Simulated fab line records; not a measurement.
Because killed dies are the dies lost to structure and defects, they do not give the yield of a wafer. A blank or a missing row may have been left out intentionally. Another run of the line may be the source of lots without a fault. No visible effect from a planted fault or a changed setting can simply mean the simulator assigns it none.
Matching of chambers | flow nandHarc | NHARC_A_STAIRCASE_TRIM_12 on rieDiel-05: 4 sister chambers
The step chemistry O2, time 211.2 s. 8 wafers are shown with their chamber, then 9 later ones without.

WAFERS, EACH WITH ITS CHAMBER
wafer  | chamber | showerheadPlenumPTorr (Torr) | drypumpMotorCurrentA (A)
L082.4 | 0       | 3.59                         | 5.3
L086.3 | 1       | 3.33                         | 6.1
L089.3 | 2       | 3.70                         | 4.9
L089.5 | 3       | 3.40                         | 5.3
L089.6 | 0       | 3.58                         | 5.2
L088.1 | 1       | 3.32                         | 6.1
L088.3 | 3       | 3.40                         | 5.3
L088.4 | 2       | 3.70                         | 4.9

WAFERS WHOSE CHAMBER IS MISSING
wafer  | showerheadPlenumPTorr (Torr) | drypumpMotorCurrentA (A)
L091.1 | 3.69                         | 4.9
L091.2 | 3.32                         | 6.1
L091.5 | 3.40                         | 5.3
L095.1 | 3.39                         | 5.3
L095.2 | 3.32                         | 6.1
L095.5 | 3.32                         | 6.1
L093.1 | 3.32                         | 6.0
L093.5 | 3.39                         | 5.3
L093.6 | 3.69                         | 4.9

CHAMBER TAKEN BY EACH
wafer  | from the rows above | in truth
L091.1 | 2                   | 2
L091.2 | 1                   | 1
L091.5 | 3                   | 3
L095.1 | 3                   | 3
L095.2 | 1                   | 1
L095.5 | 1                   | 1
L093.1 | 1                   | 1
L093.5 | 3                   | 3
L093.6 | 2                   | 2
Correctly placed: 9 of 9. Number that these rows cannot place: 0. Number placed wrongly: 0.
How it was worked out, from the rows above alone: a wafer's distance from a chamber is the root of the sum, over the readings, of the square of ((its reading less the chamber's mean) divided by the reading's scatter). If the next closest chamber is less than 2 further off than the closest, the wafer can't be placed; otherwise it belongs to the closest. For every chamber, the mean is computed from those of its wafers that are shown. The scatter: the root of (the sum of the squares of (reading less its chamber's mean) over the shown wafers, divided by (wafers less chambers)).
